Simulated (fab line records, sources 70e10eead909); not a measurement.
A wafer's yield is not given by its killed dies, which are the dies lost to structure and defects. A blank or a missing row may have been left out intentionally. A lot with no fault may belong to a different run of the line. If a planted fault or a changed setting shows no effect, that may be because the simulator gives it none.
fab line records ; flow nand_harc
record lots=12; wafers=35; last_day=24
route steps=1159 shown A_STAIRCASE@710 A_SGD_CUT@753
lots that met no fault: from a run of the same line without faults
start_h: the number of hours between the record's first day and the start of the first shown wafer of the lot ; wait_h: how many hours have passed since the lot's step before this one ; " the same as in the row above ; L1.1+2: a row that stands for several wafers ; - no value, or no start was given ; * or withheld: withheld ; < > ~ a bound
route shown NAME@n: names a module that has steps shown in the file, with the first one's number in the route ; usual: the fault-free wafers' mean and standard deviation ; same: alike in all rows ; chamber/n: place in a boat ; sites: per-site readings ; _std_site: their standard deviation ; _edge_site: mean of outer sites minus mean of inner sites ; radius_mm: for every site, how far away it sits from the centre of the wafer ; mask NAME#n: copy n ; behind: tool/chamber where the wafer was last shaped ; hold: the reason the lot was held/the length of the hold in hours/how it ended ; device: whichever transistor did not switch (one of n, p or np) ; end of line: the tests these same wafers got at the end of their route ; a step without rows: its recipe alone ; killed: not the wafer's yield, but the dies lost to structure and defects at the first sort ; map: shows each die of a wafer: x if killed, . if not, _ if none is there
set.NAME: the setting the step ran with; set.NAME@STEP: the setting that earlier step ran with ; model.NAME: the simulator's own value behind a step, which no gauge read
the route's steps for a sample of lots (tables are steps, rows are wafers)
services: from which hour (start_h, from the record's first day; less than 0 if before it) a tool's chamber was out of use, for how many hours, and why
## steps
# step NHARC_A_STAIRCASE_DEP_322
# recipe target_thk_a=38000; temp_c=400; target_thk_nm=3800; teos_flow_sccm=200; rf_w=500; material=SiO2
# usual heater_power_w=641/77
lot.wafer;tool;chamber;start_h;wait_h;heater_power_w
L423.2;pecvd-01;0;280.52;0.3;720
L423.6;pecvd-01;1;280.52;0.3;718
L423.4;pecvd-01;0;280.52;0.3;612
L425.4;pecvd-04;0;280.62;0.3;612
L425.6;pecvd-04;1;280.62;0.3;604
L425.5;pecvd-04;2;280.62;0.3;531
L430.1;pecvd-03;1;324.38;0.1;701
L430.3;pecvd-03;2;324.38;0.1;549
L430.6;pecvd-03;0;324.38;0.1;538
L433.3;pecvd-04;1;341.58;0.1;673
L433.2;pecvd-04;2;341.58;0.1;606
L433.1;pecvd-04;0;341.58;0.1;745
L431.2;pecvd-04;0;344.66;0.2;645
L431.4;pecvd-04;1;344.66;0.2;609
L436.2;pecvd-04;2;353.59;0.2;658
L436.1;pecvd-04;1;353.59;0.2;738
L436.6;pecvd-04;0;353.59;0.2;630
L435.3;pecvd-01;1;354.06;0.6;703
L435.4;pecvd-01;0;354.06;0.6;621
L435.5;pecvd-01;1;354.06;0.6;714
L439.1;pecvd-04;1;374.23;0.2;660
L439.6;pecvd-04;0;374.23;0.2;611
L439.5;pecvd-04;1;374.23;0.2;606
L441.3;pecvd-03;0;392.11;0.2;583
L441.1;pecvd-03;1;392.11;0.2;768
L441.5;pecvd-03;2;392.11;0.2;514
L440.1;pecvd-01;0;392.13;0.2;693
L440.5;pecvd-01;0;392.13;0.2;605
L440.4;pecvd-01;1;392.13;0.2;695
L442.2;pecvd-01;2;402.80;0.2;765
L442.3;pecvd-01;0;402.80;0.2;666
L442.6;pecvd-01;0;402.80;0.2;605
L446.1;pecvd-03;2;412.95;0.3;588
L446.2;pecvd-03;0;412.95;0.3;666
L446.3;pecvd-03;1;412.95;0.3;725
# step NHARC_A_STAIRCASE_ETCHBACK_422
# recipe target_depth_a=400; over_etch_frac=0.3; time_s=74.286; ion_energy_ev=120; ch3f_flow_sccm=50; o2_flow_sccm=30; ar_flow_sccm=200; rf_w=500; bias_w=100; chemistry=CH3F/O2
# usual ch3f_flow_sccm=50.01/0.15; drypump_motor_current_A=5.6/0.43; oes_product_au=0.97/0.038; rf_vpp_V=244.6/1.3; showerhead_plenum_p_Torr=2.48/0.077; throttle_valve_pct=20.663/0.0089
# same time_s=74.286
lot.wafer;tool;chamber;start_h;wait_h;ch3f_flow_sccm;drypump_motor_current_A;oes_product_au;rf_hours_counter_h;rf_vpp_V;showerhead_plenum_p_Torr;throttle_valve_pct
L425.4;rie_diel-11;2;302.32;0.1;49.83;6.0;0.99;39;246.4;2.53;20.665
L425.5;rie_diel-11;1;302.32;0.1;50.04;5.3;0.99;-;242.3;2.33;20.660
L425.6;rie_diel-11;2;302.32;0.1;50.02;6.0;1.00;-;244.1;2.53;20.656
L423.4;rie_diel-04;2;303.11;0.1;50.18;5.6;1.01;3;244.6;2.56;20.648
L423.2;rie_diel-04;1;303.11;0.1;50.12;5.1;1.01;1;245.7;2.57;20.661
L423.6;rie_diel-04;3;303.11;0.1;49.93;6.1;1.01;-;244.0;2.44;20.661
L430.1;rie_diel-11;3;343.07;0.2;50.11;5.0;0.99;54;243.5;2.42;20.656
L430.3;rie_diel-11;2;343.07;0.2;50.05;6.0;0.99;53;244.5;2.52;20.654
L430.6;rie_diel-11;0;343.07;0.2;49.91;6.0;1.00;-;245.3;2.45;20.662
L431.2;rie_diel-04;2;360.74;0.1;49.99;5.6;1.01;17;245.2;2.55;20.649
L431.4;rie_diel-04;3;360.74;0.1;50.04;6.1;0.98;16;244.2;2.43;20.639
L433.2;rie_diel-11;2;365.18;0.1;49.90;6.0;1.00;62;244.0;2.52;20.652
L433.3;rie_diel-11;0;365.18;0.1;49.97;5.9;1.00;63;243.2;2.44;20.655
L433.1;rie_diel-11;1;365.18;0.1;49.94;5.3;1.01;57;241.6;2.33;20.642
L435.3;rie_diel-04;1;373.31;0.1;49.85;5.2;0.94;27;245.9;2.56;20.664
L435.4;rie_diel-04;3;373.31;0.1;50.06;6.0;0.93;30;245.3;2.43;20.673
L435.5;rie_diel-04;1;373.31;0.1;49.90;5.2;0.93;-;245.2;2.56;20.656
L436.2;rie_diel-04;1;373.40;0.1;50.21;5.2;0.94;27;244.0;2.56;20.656
L436.1;rie_diel-04;3;373.40;0.1;49.98;6.1;0.93;30;244.1;2.43;20.646
L436.6;rie_diel-04;0;373.40;0.1;49.90;5.7;0.93;-;244.5;2.53;20.649
L439.1;rie_diel-04;2;393.34;0.1;50.21;5.6;1.01;39;245.7;2.55;20.656
L439.6;rie_diel-04;1;393.34;0.1;50.02;5.2;1.01;-;245.7;2.55;20.651
L439.5;rie_diel-04;2;393.34;0.1;49.99;5.6;1.01;-;246.1;2.55;20.644
L441.3;rie_diel-11;1;410.57;0.1;49.97;5.4;1.00;12;242.3;2.32;20.666
L441.1;rie_diel-11;2;410.57;0.1;50.19;6.0;0.99;12;245.4;2.51;20.660
L441.5;rie_diel-11;2;410.57;0.1;50.01;6.0;0.99;-;245.6;2.51;20.677
L440.4;rie_diel-04;2;411.98;0.1;50.07;5.6;1.01;48;246.0;2.54;20.672
L440.1;rie_diel-04;0;411.98;0.1;50.28;5.8;0.98;42;245.3;2.53;20.676
L440.5;rie_diel-04;2;411.98;0.1;50.00;5.6;1.00;-;244.6;2.54;20.671
L442.2;rie_diel-11;3;421.25;0.1;49.93;5.0;0.99;14;245.8;2.41;20.670
L442.3;rie_diel-11;0;421.25;0.1;49.95;6.0;0.99;13;243.8;2.44;20.688
L442.6;rie_diel-11;0;421.25;0.1;50.17;6.0;1.00;-;244.6;2.44;20.667
L446.1;rie_diel-11;3;434.46;0.1;49.79;5.0;0.91;20;244.8;2.41;20.675
L446.3;rie_diel-11;1;434.46;0.1;49.81;5.3;0.92;20;241.4;2.32;20.663
L446.2;rie_diel-11;2;434.46;0.1;50.03;6.0;0.92;21;245.2;2.51;20.661
# step NHARC_A_STAIRCASE_STRIP_475
# recipe time_s=20; o2_flow_sccm=500; ar_flow_sccm=0; bias_w=0; chemistry=O2
# usual drypump_motor_current_A=5.7/0.44; oes_product_au=1.005/0.0093; rf_vpp_V=57.8/0.92; showerhead_plenum_p_Torr=3.56/0.11; throttle_valve_pct=17.037/0.0094
# same time_s=20
lot.wafer;tool;chamber;start_h;wait_h;drypump_motor_current_A;oes_product_au;rf_hours_counter_h;rf_vpp_V;showerhead_plenum_p_Torr;throttle_valve_pct
L425.4;rie_diel-11;2;-;-;6.1;1.007;39;59.2;3.63;17.019
L425.6;rie_diel-11;2;-;-;6.1;1.005;-;57.5;3.63;17.039
L425.5;rie_diel-11;3;-;-;5.0;1.000;-;58.3;3.49;17.033
L423.2;rie_diel-11;3;303.69;-;5.0;0.997;40;57.9;3.49;17.022
L423.4;rie_diel-11;0;303.69;-;6.0;1.014;42;57.8;3.52;17.029
L423.6;rie_diel-11;3;303.69;-;5.0;0.997;-;58.4;3.49;17.050
L430.1;rie_diel-09;1;-;-;6.7;0.990;28;58.2;3.68;17.051
L430.3;rie_diel-09;3;-;-;5.8;1.020;29;56.4;3.40;17.049
L430.6;rie_diel-09;0;-;-;5.5;1.014;-;57.1;3.68;17.022
L431.4;rie_diel-04;2;-;-;5.6;1.019;18;56.8;3.66;17.046
L431.2;rie_diel-04;1;-;-;5.2;0.998;16;58.1;3.67;17.045
L433.3;rie_diel-11;1;-;-;5.4;1.001;57;57.9;3.34;17.038
L433.1;rie_diel-11;2;-;-;6.0;1.003;62;58.3;3.61;17.049
L433.2;rie_diel-11;3;-;-;5.0;0.989;64;57.7;3.47;17.034
L435.4;rie_diel-04;1;-;-;5.2;1.008;27;57.3;3.66;17.032
L435.3;rie_diel-04;3;-;-;6.1;0.993;30;56.3;3.49;17.043
L435.5;rie_diel-04;1;-;-;5.2;1.015;-;57.8;3.66;17.033
L436.2;rie_diel-09;2;-;-;5.4;0.997;39;57.0;3.55;17.034
L436.1;rie_diel-09;3;-;-;5.7;0.999;40;58.2;3.40;17.039
L436.6;rie_diel-09;1;-;-;6.7;0.991;-;58.1;3.67;17.023
L439.1;rie_diel-09;1;-;-;6.7;0.994;49;58.6;3.67;17.036
L439.6;rie_diel-09;0;-;-;5.5;1.014;-;57.8;3.67;17.036
L439.5;rie_diel-09;1;-;-;6.7;0.985;-;56.7;3.67;17.026
L441.1;rie_diel-04;2;-;-;5.6;1.007;48;59.1;3.64;17.019
L441.3;rie_diel-04;0;-;-;5.8;0.998;42;58.2;3.62;17.018
L441.5;rie_diel-04;3;-;-;6.1;1.002;-;56.7;3.48;17.023
L440.4;rie_diel-04;2;-;-;5.6;1.011;48;57.0;3.64;17.025
L440.1;rie_diel-04;0;-;-;5.8;0.998;42;57.6;3.62;17.045
L440.5;rie_diel-04;2;-;-;5.6;1.005;-;58.4;3.64;17.044
L442.3;rie_diel-04;3;-;-;6.0;1.001;47;58.2;3.48;17.035
L442.2;rie_diel-04;1;-;-;5.2;1.010;47;58.1;3.65;17.043
L442.6;rie_diel-04;3;-;-;6.0;0.989;-;56.5;3.48;17.039
L446.3;rie_diel-04;3;-;-;6.1;1.010;54;57.0;3.47;17.036
L446.2;rie_diel-04;0;-;-;5.8;1.007;51;58.3;3.62;17.037
L446.1;rie_diel-04;2;-;-;5.6;1.022;58;58.8;3.64;17.043
# step NHARC_A_SGD_CUT_SOFTBAKE_04
# recipe temp_c=105; time_s=55
# usual heater_power_total_W=188.46/0.16; plate_temp_C=105.00/0.12
# same time_s=55
lot.wafer;tool;chamber;start_h;wait_h;heater_power_total_W;plate_temp_C
L425.4;litho_track-06;0;304;-;188.36;105.19
L425.5;litho_track-06;0;304;-;188.47;105.19
L425.6;litho_track-06;0;304;-;188.47;104.84
L423.2;litho_track-06;0;305;-;188.36;104.84
L423.4;litho_track-06;0;305;-;188.43;105.14
L423.6;litho_track-06;0;305;-;188.75;104.99
L430.1;litho_track-01;0;345;-;192.02;106.45
L430.3;litho_track-01;0;345;-;192.25;106.50
L430.6;litho_track-01;0;345;-;192.43;106.58
L431.2;litho_track-01;0;362;-;192.41;106.72
L431.4;litho_track-01;0;362;-;192.14;106.62
L433.1;litho_track-01;0;366;-;192.10;106.84
L433.2;litho_track-01;0;366;-;192.10;106.73
L433.3;litho_track-01;0;366;-;192.42;106.80
L435.3;litho_track-06;0;374;-;188.79;105.00
L435.4;litho_track-06;0;374;-;188.35;104.99
L435.5;litho_track-06;0;374;-;188.28;104.99
L436.1;litho_track-04;0;375;-;188.47;105.10
L436.2;litho_track-04;0;375;-;188.44;105.06
L436.6;litho_track-04;0;375;-;188.76;105.01
L439.1;litho_track-04;0;394;-;188.39;104.99
L439.5;litho_track-04;0;394;-;188.73;105.08
L439.6;litho_track-04;0;394;-;188.27;105.19
L441.1;litho_track-04;0;412;-;188.29;105.04
L441.3;litho_track-04;0;412;-;188.32;105.07
L441.5;litho_track-04;0;412;-;188.41;104.71
L440.1;litho_track-04;0;413;-;188.57;104.99
L440.4;litho_track-04;0;413;-;188.36;105.04
L440.5;litho_track-04;0;413;-;188.31;104.87
L442.2;litho_track-04;0;423;-;188.37;105.00
L442.3;litho_track-04;0;423;-;188.69;104.90
L442.6;litho_track-04;0;423;-;188.30;104.93
L446.1;litho_track-04;0;436;-;188.32;104.96
L446.2;litho_track-04;0;436;-;188.70;104.97
L446.3;litho_track-04;0;436;-;188.67;104.82
## services
tool;chamber;start_h;hours;kind
litho_track-01;-;268.00;7.0;pm
rie_diel-04;0;268.19;-;clean
rie_diel-04;1;268.19;-;clean
rie_diel-04;2;268.19;-;clean
rie_diel-04;3;268.19;-;clean
rie_diel-04;1;285.68;14.8;repair
rie_diel-04;-;288.90;9.0;pm
rie_diel-04;0;288.90;9.0;vent_cycle
rie_diel-04;2;288.90;9.0;vent_cycle
rie_diel-04;3;288.90;9.0;vent_cycle
litho_track-06;-;292.00;7.0;pm
pecvd-03;-;292.37;13.0;pm
rie_diel-04;0;297.90;-;clean
rie_diel-04;2;297.90;-;clean
rie_diel-09;-;303.60;1.2;repair
litho_track-04;-;316.00;7.0;pm
pecvd-01;0;328.75;6.2;repair
rie_diel-11;1;352.19;8.8;repair
rie_diel-11;-;367.85;9.0;pm
pecvd-04;-;376.24;13.0;pm
rie_diel-09;-;407.74;0.8;repair
rie_diel-09;-;414.50;0.5;repair
pecvd-01;-;418.61;13.0;pm
rie_diel-09;-;432.03;9.0;pm
## key
first_sign step=NHARC_A_SGD_CUT_SOFTBAKE_04; reading=heater_power_total_W; direction=up; sigmas=24; usual=*; struck=*
effect step=NHARC_A_SGD_CUT_SOFTBAKE_04; reading=plate_temp_C; direction=up; sigmas=14; usual=*; struck=*
met_at NHARC_A_SGD_CUT_SOFTBAKE_04
struck_lots L430,L431,L433
tester_left_out L430,L431,L433
not_acting_at NHARC_A_STAIRCASE_DEP_322,NHARC_A_STAIRCASE_ETCHBACK_422,NHARC_A_STAIRCASE_STRIP_475
fault kind=process_parameter_drift; tool=litho_track-01; chamber=-; onset_h=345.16; steps=NHARC_A_SGD_CUT_SOFTBAKE_04; channel=temp_c; offset=*; shape=step; end_h=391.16; acts_in=*; stated=*
# tester_left_out: of these lots the tester's yield and bins aren't shown, on N5 and GAA mostly nor the transistor test; their killed dies are dies lost to structure and defects alone, not to doping, threshold or leakage, so they don't give the yield
